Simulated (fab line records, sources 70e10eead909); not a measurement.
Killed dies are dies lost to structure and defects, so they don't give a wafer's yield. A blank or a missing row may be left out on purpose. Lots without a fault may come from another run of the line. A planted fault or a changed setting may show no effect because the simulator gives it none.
A struck lot beside a sound one | flow nand_harc | 15 steps out of a route of 1159
Sound: wafers L187.1, L187.2, L187.5. Struck: wafers L190.1, L190.2, L190.6. The cause comes at the end.
At each step with rows: each side's tool, then ch and its chambers, then its first start. Under that, the readings that differ: sound wafers | struck wafers | difference of the means | sigmas: that difference in standard deviations of wafers without a fault.
alike: readings whose means differ by less than 2 such deviations, and words and numbers that are the same on both sides. not compared: withheld readings, readings that some wafer has no value for, bounds like >300 that may hide the same value, and numbers for which the record gives no deviation and whose values overlap.
The two part at a step that has a row with sigmas, a row that says differs or no value, or rows on one side only. Numbers that don't overlap but have no deviation are shown without sigmas and don't part them. A reading that every wafer of one side lacks parts them only if that side has two wafers or more.

first, 2 steps without rows for these wafers: NHARC_THIN_TSV_DESCUM_14 (chemistry O2, time 3 s); NHARC_THIN_TSV_ETCH_44 (etches the open film in CF4/O2, target depth 1594.2 nm, time 797.1 s).
NHARC_THIN_TSV_ETCH_15: target depth 3000 nm, bosch target overetch cycles 2, bosch etch step 2.8 s.
  sound on rie_si-04 ch 0,3, day 22 06:38; struck on rie_si-04 ch 0,3, day 23 01:57
  alike: drypump_motor_current_A
  not compared: rf_hours_counter_h
NHARC_THIN_TSV_CD_MEAS_16:
  sound on cd_sem-03, day 22 06:49; struck on cd_sem-02, day 23 02:05
  alike: cd_nm
then, 3 steps without rows for these wafers: NHARC_THIN_TSV_STRIP_45 (strips in O2); NHARC_THIN_TSV_STRIP_46 (strips in post etch residue remover, time 1200 s); NHARC_THIN_TSV_DEP_47 (deposits SiO2, target thk 200 nm).
NHARC_THIN_TSV_ETCHBACK_48: etches the open film in C4F8/Ar, target depth 1028.5 nm, time 405.17 s.
  sound on rie_diel-06 ch 1,2,3, day 22 08:04; struck on rie_diel-06 ch 0,3, day 23 03:25
  alike: oes_product_au, rf_fwd_power_W, rf_vpp_V
  not compared: rf_hours_counter_h
NHARC_THIN_TSV_STRIP_62: strips in N2/H2, time 20 s.
  sound on plasma_asher-01 ch 0,1, day 22 08:26; struck on plasma_asher-01 ch 0,1, day 23 03:47
  alike: drypump_motor_current_A, heater_power_w
  not compared: rf_hours_counter_h
NHARC_THIN_TSV_DEGAS_49: time 120 s.
  sound on pvd_sputter-03, day 22 08:36; struck on pvd_sputter-02, day 23 03:58
  alike: heater_power_w
NHARC_THIN_TSV_PRE_CLEAN_50: time 30 s.
  sound on pvd_sputter-03; struck on pvd_sputter-02
  alike: heater_power_w
then, 1 step without rows for these wafers: NHARC_THIN_TSV_PVD_19 (deposits TaN, target thk 20 nm).
NHARC_THIN_TSV_PVD_51: deposits Cu, target thk 100 nm.
  sound on pvd_sputter-03, day 22 08:53; struck on pvd_sputter-02, day 23 04:16
  no value came back on the struck wafers for chamber_pressure_pa (Pa), throttle_valve_pct (%); on the sound wafers chamber_pressure_pa (Pa) reads 5.009 4.983 4.994
then, 1 step without rows for these wafers: NHARC_THIN_TSV_ECD_20 (material Cu, target thk 2000 nm).
NHARC_END_SORT_01:
  sound on prober-02 ch 0, day 22 21:17; struck on prober-02 ch 0, day 23 16:05
  reading                  | sound     | struck         | difference | sigmas
  defect_limited_yield (%) | 93.6 94.5 | 0 0 0          | -94        | -52
  killed_at_other          | 1 0       | 657 654 655    | +655       | +99 or more
  killed_dies              | 43 37     | 677 677 677    | +637       | +53
  sort_bin_2_pct (%)       | 1.9 1.8   | 97.9 97.3 97.5 | +95.7      | +99 or more
  sort_n_pass              | 634 640   | 0 0 0          | -637       | -53
  sort_rim_yield_pct (%)   | 91 92     | 0 0 0          | -92        | -23
  sort_yield_pct (%)       | 93.6 94.5 | 0 0 0          | -94        | -52
  alike: killed_at_array, killed_at_periphery, killed_open, killed_short, sort_bin_3_pct, sort_bin_4_pct

WHERE THEY PART
First at NHARC_THIN_TSV_PVD_51; last, within this record, at NHARC_END_SORT_01.

WHY: what the simulator had put in
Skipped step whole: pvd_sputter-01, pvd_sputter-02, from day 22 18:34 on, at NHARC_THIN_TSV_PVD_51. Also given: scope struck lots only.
